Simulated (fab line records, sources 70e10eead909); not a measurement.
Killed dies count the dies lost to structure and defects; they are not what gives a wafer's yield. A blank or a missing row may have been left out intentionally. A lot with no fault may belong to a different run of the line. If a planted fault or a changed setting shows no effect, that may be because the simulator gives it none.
fab line records -- flow nand-harc
record: lots: 6, wafers: 18, last-day: 34
route steps=1302 shown A_CHANNEL_HOLE_D2@601 A_CHANNEL_FILL_D2@610
lots untouched by any fault: they come from a run of this same line in which no faults occurred
start-h: hours from the record's first day to the start of the lot's first wafer shown -- wait-h: hours elapsed since this lot's preceding step -- " repeats the value in the row above -- L1.1+2: several wafers, shown together as one row -- - value missing, or start not given -- * or withheld: withheld -- < > ~ a bound
route shown NAME@n: a module of which the file shows steps, and the number in the route of the first -- usual: average and standard deviation across the fault-free wafers -- same: alike in all rows -- chamber/n: place in a boat -- sites: readings site by site -- _std_site: how widely they spread, as a standard deviation -- _edge_site: inner sites' mean taken away from outer sites' mean -- radius-mm: how far each site lies from the wafer's centre -- mask NAME#n: copy n -- behind: tool/chamber where the wafer was last shaped -- hold: why the lot was held/for how many hours/how that ended -- device: which transistor (n, p or np) failed to switch -- end of line: the tests these same wafers got at the end of their route -- a step without rows: its recipe alone -- killed: the dies lost at the first sort to structure and to defects; this is not the yield of the wafer -- map: a wafer's dies, x killed, . not, _ none there
set.NAME: the setting the step ran with; set.NAME@STEP: the setting that earlier step ran with -- model.NAME: the simulator's own value behind a step, which no gauge read
certain route steps with their lots: each step a table, each wafer a row
services: a tool's chamber out of use, with start hour (start-h, from the record's first day; less than 0 if before it), hours out, and reason
== steps ==
step: NHARC_A_CHANNEL_HOLE_D2_STRIP_42
recipe: cf4-flow-sccm: 100, chf3-flow-sccm: 30, ar-flow-sccm: 0, bias-w: 0, chemistry: CF4/CHF3
step: NHARC_A_CHANNEL_HOLE_D2_STRIP_43
recipe: o2-flow-sccm: 400, cos-flow-sccm: 20, ar-flow-sccm: 0, bias-w: 0, chemistry: O2/COS
step: NHARC_A_CHANNEL_HOLE_D2_ETCH_44
recipe: target-depth-a: 1400, overetch-a: 140, time-s: 77, ion-energy-ev: 100, cf4-flow-sccm: 80, o2-flow-sccm: 20, ar-flow-sccm: 0, rf-w: 300, bias-w: 100, chemistry: CF4/O2
usual: drypump-motor-current-A: 5.6/0.49, oes_f_703_au: 1.000/0.0041, oes-product-au: 0.999/0.01, rf-vpp-V: 197.6/1.3, showerhead-plenum-p-Torr: 1.32/0.046, throttle-valve-pct: 13.398/0.0086
lot.wafer,tool,chamber,start-h,wait-h,drypump-motor-current-A,oes_f_703_au,oes-product-au,rf-hours-counter-h,rf-vpp-V,showerhead-plenum-p-Torr,throttle-valve-pct
L310.2,rie-diel-03,0,318.84,0.1,5.4,1.005,1.003,1,199.3,1.36,13.405
L310.5,rie-diel-03,0,318.84,0.1,5.4,1.005,1.014,-,199.0,1.36,13.409
L310.6,rie-diel-03,1,318.84,0.1,6.1,0.999,0.986,-,199.0,1.34,13.398
L319.3,rie-diel-03,2,417.23,0.1,6.0,1.004,1.007,7,198.4,1.35,13.390
L319.4,rie-diel-03,3,417.23,0.1,6.1,1.002,0.993,8,199.4,1.27,13.401
L319.5,rie-diel-03,2,417.23,0.1,6.0,1.002,1.003,-,196.9,1.35,13.395
L323.4,rie-diel-03,2,443.20,0.1,5.9,1.001,1.004,10,196.6,1.35,13.396
L323.2,rie-diel-03,3,443.20,0.1,6.1,0.998,0.993,10,196.8,1.26,13.409
L323.1,rie-diel-03,0,443.20,0.1,5.4,0.997,0.995,9,199.2,1.36,13.390
L324.2,rie-diel-09,3,466.04,0.1,5.7,1.002,0.995,8,197.0,1.30,13.396
L324.4,rie-diel-09,2,466.04,0.1,5.1,1.001,1.020,9,195.2,1.27,13.389
L324.6,rie-diel-09,0,466.04,0.1,5.8,0.996,1.012,-,197.8,1.38,13.390
L325.4,rie-diel-03,2,470.93,0.1,6.0,0.995,1.006,0,197.9,1.35,13.405
L325.2,rie-diel-03,3,470.93,0.1,6.1,0.995,0.994,0,196.8,1.27,13.391
L325.5,rie-diel-03,3,470.93,0.1,6.1,0.999,0.991,-,196.0,1.26,13.386
L331.3,rie-diel-03,2,531.50,0.1,6.0,0.995,1.012,4,198.5,1.35,13.402
L331.1,rie-diel-03,3,531.50,0.1,6.2,1.000,0.989,4,197.8,1.26,13.411
L331.6,rie-diel-03,2,531.50,0.1,5.9,0.999,1.011,-,198.0,1.35,13.402
step: NHARC_A_CHANNEL_HOLE_D2_STRIP_28
recipe: o2-flow-sccm: 500, ar-flow-sccm: 0, bias-w: 0, chemistry: O2
usual: drypump-motor-current-A: 5.6/0.5, oes-product-au: 1.001/0.011, rf-vpp-V: 57.7/0.85, showerhead-plenum-p-Torr: 3.49/0.12, throttle-valve-pct: 17.036/0.0098
lot.wafer,tool,chamber,start-h,wait-h,drypump-motor-current-A,oes-product-au,rf-hours-counter-h,rf-vpp-V,showerhead-plenum-p-Torr,throttle-valve-pct
L310.2,rie-diel-03,0,-,-,5.4,0.997,1,56.6,3.59,17.042
L310.5,rie-diel-03,1,-,-,6.1,0.990,-,57.7,3.54,17.041
L310.6,rie-diel-03,2,-,-,6.0,0.997,-,59.3,3.57,17.039
L319.3,rie-diel-03,2,-,-,6.0,1.012,7,57.2,3.57,17.032
L319.4,rie-diel-03,3,-,-,6.1,1.010,8,57.8,3.35,17.053
L319.5,rie-diel-03,3,-,-,6.1,1.006,-,57.4,3.35,17.025
L323.4,rie-diel-03,3,-,-,6.1,1.001,10,58.4,3.35,17.039
L323.2,rie-diel-03,0,-,-,5.5,1.007,9,59.1,3.58,17.031
L323.1,rie-diel-03,2,-,-,6.0,1.007,10,57.4,3.57,17.031
L324.2,rie-diel-09,1,-,-,4.9,1.010,8,58.1,3.34,17.025
L324.4,rie-diel-09,3,-,-,5.7,1.009,8,56.7,3.44,17.042
L324.6,rie-diel-09,0,-,-,5.9,1.013,-,60.5,3.64,17.049
L325.2,rie-diel-03,2,-,-,6.0,0.991,0,57.5,3.57,17.050
L325.4,rie-diel-03,3,-,-,6.1,0.987,0,57.4,3.35,17.029
L325.5,rie-diel-03,2,-,-,6.0,0.987,-,57.7,3.57,17.041
L331.1,rie-diel-03,0,-,-,5.5,1.015,5,57.5,3.58,17.045
L331.3,rie-diel-03,2,-,-,6.0,1.015,4,58.1,3.57,17.037
L331.6,rie-diel-03,0,-,-,5.5,1.015,-,58.6,3.58,17.029
step: NHARC_A_CHANNEL_HOLE_D2_PRECLEAN_29
recipe: time-s: *, temp-c: 50, bath-age-min: 0, chemistry: SC1
step: NHARC_A_CHANNEL_HOLE_D2_SRD_30
step: NHARC_A_CHANNEL_HOLE_D2_CD_MEAS_31
usual: cd-nm: 89.8/1.1
lot.wafer,tool,chamber,start-h,wait-h,cd-nm
L310.2,cd-sem-02,-,319.68,0.1,90.7
L310.5,cd-sem-02,-,319.68,0.1,89.7
L310.6,cd-sem-02,-,319.68,0.1,89.5
L319.3,cd-sem-03,-,418.02,-,90.4
L319.4,cd-sem-03,-,418.02,-,91.3
L319.5,cd-sem-03,-,418.02,-,90.3
L323.1,cd-sem-01,-,443.99,-,90.9
L323.2,cd-sem-01,-,443.99,-,90.3
L323.4,cd-sem-01,-,443.99,-,89.0
L324.2,cd-sem-03,-,466.85,-,90.0
L324.4,cd-sem-03,-,466.85,-,90.9
L324.6,cd-sem-03,-,466.85,-,88.7
L325.2,cd-sem-03,-,471.73,-,89.4
L325.4,cd-sem-03,-,471.73,-,91.6
L325.5,cd-sem-03,-,471.73,-,89.6
L331.1,cd-sem-03,-,532.28,-,90.3
L331.3,cd-sem-03,-,532.28,-,92.0
L331.6,cd-sem-03,-,532.28,-,91.4
step: NHARC_A_CHANNEL_HOLE_D2_XSEM_32
recipe: landing-energy-ev: 35000
usual: bot-cd-nm: 74.3/1.4, bow-nm: 8.57/0.27, tilt-deg: 0.07/0.04
same: landing-energy-ev: 35000
lot.wafer,tool,chamber,start-h,wait-h,bot-cd-nm,bow-nm,tilt-deg
L310.2,xsem-02,0,319.77,0.1,74.9,8.83,0.14
L310.5,xsem-02,0,319.77,0.1,73.8,8.82,0.14
L310.6,xsem-02,0,319.77,0.1,73.6,8.73,0.14
L319.3,xsem-02,0,418.13,0.1,74.2,8.55,0.10
L319.4,xsem-02,0,418.13,0.1,75.6,8.48,0.10
L319.5,xsem-02,0,418.13,0.1,73.2,8.48,0.09
L323.1,xsem-02,0,444.08,0.1,76.0,8.48,0.10
L323.2,xsem-02,0,444.08,0.1,74.7,8.52,0.11
L323.4,xsem-02,0,444.08,0.1,73.7,8.51,0.10
L324.2,xsem-01,0,466.93,0.1,73.9,8.77,0.07
L324.4,xsem-01,0,466.93,0.1,75.3,8.75,0.07
L324.6,xsem-01,0,466.93,0.1,73.1,8.66,0.07
L325.2,xsem-01,0,471.81,0.1,74.3,8.48,0.10
L325.4,xsem-01,0,471.81,0.1,76.3,8.47,0.10
L325.5,xsem-01,0,471.81,0.1,74.1,8.44,0.10
L331.1,xsem-01,0,532.37,0.1,74.7,8.40,0.06
L331.3,xsem-01,0,532.37,0.1,77.8,8.39,0.06
L331.6,xsem-01,0,532.37,0.1,76.0,8.50,0.06
step: NHARC_A_CHANNEL_HOLE_D2_INSPECT_40
usual: raw-defect-count: 287/78
lot.wafer,tool,chamber,start-h,wait-h,raw-defect-count
L310.2,defect-inspect-02,-,319.87,-,241
L310.5,defect-inspect-02,-,319.87,-,314
L310.6,defect-inspect-02,-,319.87,-,320
L319.3,defect-inspect-02,-,418.22,-,227
L319.4,defect-inspect-02,-,418.22,-,243
L319.5,defect-inspect-02,-,418.22,-,160
L323.1,defect-inspect-01,-,444.18,-,373
L323.2,defect-inspect-01,-,444.18,-,299
L323.4,defect-inspect-01,-,444.18,-,349
L324.2,defect-inspect-02,-,467.03,-,247
L324.4,defect-inspect-02,-,467.03,-,227
L324.6,defect-inspect-02,-,467.03,-,303
L325.2,defect-inspect-02,-,471.91,-,342
L325.4,defect-inspect-02,-,471.91,-,301
L325.5,defect-inspect-02,-,471.91,-,348
L331.1,defect-inspect-01,-,532.47,-,212
L331.3,defect-inspect-01,-,532.47,-,289
L331.6,defect-inspect-01,-,532.47,-,259
step: NHARC_A_CHANNEL_FILL_D2_PRECLEAN_00
recipe: time-s: *, temp-c: 50, bath-age-min: 0, chemistry: SC1
step: NHARC_A_CHANNEL_FILL_D2_SRD_01
step: NHARC_A_CHANNEL_FILL_D2_ALD_02
recipe: target-thk-a: 60, pulse-time-s: 10, ald-cycles: 60, temp-c: 300, material: SiO2
usual: ald-cycles: 60/0, heater-power-w: 497/50, precursor-pulse-height-rel: 0.998/0.019
lot.wafer,tool,chamber,start-h,wait-h,ald-cycles,heater-power-w,precursor-pulse-height-rel
L310.2,ald-hk-03,2,320.27,-,60,495,0.995
L310.5,ald-hk-03,3,320.27,-,60,609,1.014
L310.6,ald-hk-03,0,320.27,-,60,461,1.023
L319.4,ald-hk-03,3,418.56,-,60,614,1.026
L319.3,ald-hk-03,0,418.56,-,60,460,1.041
L319.5,ald-hk-03,2,418.56,-,60,476,1.005
L323.4,ald-hk-04,1,444.38,-,60,509,0.971
L323.2,ald-hk-04,3,444.38,-,60,471,1.007
L323.1,ald-hk-04,0,444.38,-,60,456,1.008
L324.4,ald-hk-01,0,467.30,-,60,518,0.954
L324.2,ald-hk-01,2,467.30,-,60,530,1.005
L324.6,ald-hk-01,3,467.30,-,60,482,0.983
L325.4,ald-hk-01,1,472.18,-,60,454,0.978
L325.2,ald-hk-01,2,472.18,-,60,518,1.034
L325.5,ald-hk-01,1,472.18,-,60,449,0.967
L331.3,ald-hk-03,2,532.66,-,60,477,0.997
L331.1,ald-hk-03,0,532.66,-,60,461,1.013
L331.6,ald-hk-03,2,532.66,-,60,483,1.039
step: NHARC_A_CHANNEL_FILL_D2_ALD_03
recipe: target-thk-a: 60, pulse-time-s: 60, ald-cycles: 58, temp-c: 630, pressure-torr: 2, material: SiNx
usual: ald-cycles: 58/0, precursor-pulse-height-rel: 1.000/0.021
lot.wafer,tool,chamber,start-h,wait-h,ald-cycles,precursor-pulse-height-rel
L310.2,ald-sin-batch-01,0,323.49,-,58,1.010
L310.5,ald-sin-batch-01,0,323.49,-,58,1.012
L310.6,ald-sin-batch-01,0,323.49,-,58,1.004
L319.3,ald-sin-batch-03,0,421.86,-,58,0.994
L319.4,ald-sin-batch-03,0,421.86,-,58,1.008
L319.5,ald-sin-batch-03,0,421.86,-,58,0.979
L323.1,ald-sin-batch-02,0,447.83,-,58,1.045
L323.2,ald-sin-batch-02,0,447.83,-,58,1.010
L323.4,ald-sin-batch-02,0,447.83,-,58,0.971
L324.2,ald-sin-batch-02,0,470.66,-,83,0.999
L324.4,ald-sin-batch-02,0,470.66,-,83,0.980
L324.6,ald-sin-batch-02,0,470.66,-,83,0.981
L325.2,ald-sin-batch-02,0,475.55,-,83,1.005
L325.4,ald-sin-batch-02,0,475.55,-,83,1.013
L325.5,ald-sin-batch-02,0,475.55,-,83,0.981
L331.1,ald-sin-batch-01,0,536.11,-,58,1.003
L331.3,ald-sin-batch-01,0,536.11,-,58,1.009
L331.6,ald-sin-batch-01,0,536.11,-,58,1.046
step: NHARC_A_CHANNEL_FILL_D2_ALD_14
recipe: target-thk-a: 25, pulse-time-s: 10, ald-cycles: 25, temp-c: 300, material: SiO2
usual: ald-cycles: 25/0, heater-power-w: 491/45, precursor-pulse-height-rel: 1.001/0.021
lot.wafer,tool,chamber,start-h,wait-h,ald-cycles,heater-power-w,precursor-pulse-height-rel
L310.2,ald-hk-03,0,327.07,0.1,25,467,0.992
L310.5,ald-hk-03,3,327.07,0.1,25,606,1.003
L310.6,ald-hk-03,0,327.07,0.1,25,462,0.998
L319.4,ald-hk-04,3,425.52,0.1,25,465,0.981
L319.3,ald-hk-04,1,425.52,0.1,25,478,1.011
L319.5,ald-hk-04,2,425.52,0.1,25,463,0.986
L323.2,ald-hk-04,1,451.44,0.0,25,501,0.995
L323.4,ald-hk-04,2,451.44,0.0,25,451,0.999
L323.1,ald-hk-04,0,451.44,0.0,25,450,0.981
L324.2,ald-hk-01,3,474.22,0.1,25,510,0.979
L324.4,ald-hk-01,1,474.22,0.1,25,459,1.022
L324.6,ald-hk-01,3,474.22,0.1,25,481,0.997
L325.2,ald-hk-01,3,479.12,0.0,25,494,0.973
L325.4,ald-hk-01,0,479.12,0.0,25,515,0.989
L325.5,ald-hk-01,0,479.12,0.0,25,510,1.013
L331.3,ald-hk-01,3,539.68,0.0,25,500,0.990
L331.1,ald-hk-01,1,539.68,0.0,25,428,1.023
L331.6,ald-hk-01,0,539.68,0.0,25,531,0.999
== services ==
tool,chamber,start-h,hours,kind
rie-diel-03,3,298.58,2.8,repair
ald-hk-03,-,308.91,1.0,repair
rie-diel-03,0,314.80,-,clean
rie-diel-03,1,314.80,-,clean
rie-diel-03,2,314.80,-,clean
rie-diel-03,3,314.80,-,clean
rie-diel-09,-,320.10,9.0,pm
rie-diel-09,1,338.98,1.4,repair
rie-diel-03,0,339.30,-,clean
rie-diel-03,1,339.30,-,clean
rie-diel-09,1,352.78,7.3,repair
xsem-01,-,374.00,14.0,pm
xsem-01,-,392.65,0.9,repair
rie-diel-09,1,393.07,5.0,repair
ald-hk-04,-,394.79,1.0,repair
xsem-01,-,400.45,1.4,repair
xsem-01,-,402.55,6.5,repair
ald-hk-01,-,416.20,0.6,repair
ald-hk-04,-,433.37,10.0,pm
rie-diel-03,-,458.30,9.0,pm
rie-diel-03,2,483.70,2.8,repair
rie-diel-09,3,492.84,4.4,repair
rie-diel-09,-,497.10,9.0,pm
ald-sin-batch-01,-,506.00,26.0,pm
== key ==
first-sign: step: NHARC_A_CHANNEL_FILL_D2_ALD_03, reading: ald-cycles, direction: up, sigmas: 99+, usual: 58, struck: 83
effect none on later readings
met-at NHARC_A_CHANNEL_FILL_D2_ALD_03
struck-wafers L324.2,L324.4,L324.6,L325.2,L325.4,L325.5
tester-left-out L324,L325
onset-between 447.83 470.66
fault: kind: process-parameter-drift, tool: ald-sin-batch-02, chamber: -, onset-h: 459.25, steps: NHARC_A_CHANNEL_FILL_D2_ALD_03, channel: ald-cycles, offset: 25, shape: step, end-h: 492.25, acts-in: these-recipes-only, stated: 58
tester-left-out: of these lots the tester's yield and bins aren't shown, on N5 and GAA mostly nor the transistor test; their killed dies are dies lost to structure and defects alone, not to doping, threshold or leakage, so they don't give the yield
